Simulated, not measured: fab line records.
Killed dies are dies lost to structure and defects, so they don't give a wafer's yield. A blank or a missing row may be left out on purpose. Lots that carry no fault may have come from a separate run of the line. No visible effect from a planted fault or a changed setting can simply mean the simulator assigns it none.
The same fault as seen by 2 desks | flow n5_finfet | what lay behind the numbers comes last; until then each desk has only its own

## AT THE METROLOGY DESK
Means of the sampled wafers that have a number, per lot and without regard to the tool the lot ran on: this is what the gauges read. The brackets show how far a lot's mean lies from the usual mean; more than 4 standard deviations puts the lot out of limits, marked OUT. Of its 10 readings 7 are shown: those that lie furthest out on some lot.
Columns: A = DIBL_N at N5_BEOL_M4_RC_MEAS_101, usual 36.8 mV/V; B = DIBL_P at N5_BEOL_M4_RC_MEAS_101, usual 37.1 mV/V; C = IOFF_P at N5_BEOL_M4_RC_MEAS_101, usual 0.22 nA/um; D = ION_N at N5_BEOL_M4_RC_MEAS_101, usual 679 uA/um; E = ION_P at N5_BEOL_M4_RC_MEAS_101, usual 466 uA/um; F = SS_N at N5_BEOL_M4_RC_MEAS_101, usual 71.7 mV/dec; G = VT_P at N5_BEOL_M4_RC_MEAS_101, usual -250 mV
lot  | first seen here | A    | B    | C    | D   | E   | F    | G
L486 | day 8 02:38     | 37.6 | 38.8 | 0.27 | 684 | 470 | 71.4 | -247
L491 | day 9 06:04     | 35.5 | 37.1 | 0.22 | 678 | 470 | 71.2 | -248
L492 | day 9 15:44     | 37.7 | 36.7 | 0.23 | 684 | 466 | 71.8 | -246
L494 | day 9 17:22     | 36.9 | 38.3 | 0.20 | 684 | 458 | 71.3 | -255
L498 | day 11 02:07    | 35.4 | 33.9 | 0.21 | 669 | 465 | 71.0 | -250
L502 | day 12 05:23    | 35.8 | 36.7 | 0.22 | 677 | 470 | 71.2 | -250
L506 | day 13 00:08    | 37.8 | 37.8 | 0.24 | 698 | 475 | 71.8 | -249
L505 | day 13 06:37    | 38.1 | 36.7 | 0.18 | 679 | 460 | 71.8 | -256
L507 | day 13 08:35    | 34.9 | 34.7 | 0.22 | 679 | 472 | 71.7 | -248
L508 | day 14 02:40    | 37.0 | 36.8 | 0.22 | 674 | 464 | 71.2 | -248
This desk's finding: nothing out of limits on any of the 10 lots.

## DESK OF THE TOOL OWNER: rie_diel-02
The tool's own readings at N5_BEOL_M2_ETCHBACK_99 (etches SiO2 in CHF3, target depth 5 nm, time 10.4 s): means of the sampled wafers that have a number, for each lot that ran on this tool. The brackets show how far a lot's mean lies from the usual mean; more than 4 standard deviations puts the lot out of limits, marked OUT.
Columns: A = drypump_motor_current_A at N5_BEOL_M2_ETCHBACK_99, usual 5.7 A; B = oes_product_au at N5_BEOL_M2_ETCHBACK_99, usual 0.83 a.u.; C = rf_vpp_V at N5_BEOL_M2_ETCHBACK_99, usual 239 V; D = showerhead_plenum_p_Torr at N5_BEOL_M2_ETCHBACK_99, usual 2.16 Torr; E = throttle_valve_pct at N5_BEOL_M2_ETCHBACK_99, usual 17.06 %
lot  | first seen here | A   | B    | C   | D    | E
L486 | day 7 02:01     | 5.9 | 0.88 | 239 | 2.20 | 16.97
L491 | day 8 04:35     | 5.8 | 1.14 | 236 | 2.21 | 17.00
L492 | day 8 12:38     | 5.9 | 1.14 | 242 | 2.16 | 16.95
L494 | day 8 15:58     | 5.9 | 1.17 | 234 | 2.20 | 17.04
This desk's finding: nothing out of limits on any of the 4 lots.

## ALL TOGETHER
Nothing out of limits was seen by the metrology desk.
The tool owner's desk saw nothing out of limits.

## WHAT WAS PUT IN BY THE SIMULATOR
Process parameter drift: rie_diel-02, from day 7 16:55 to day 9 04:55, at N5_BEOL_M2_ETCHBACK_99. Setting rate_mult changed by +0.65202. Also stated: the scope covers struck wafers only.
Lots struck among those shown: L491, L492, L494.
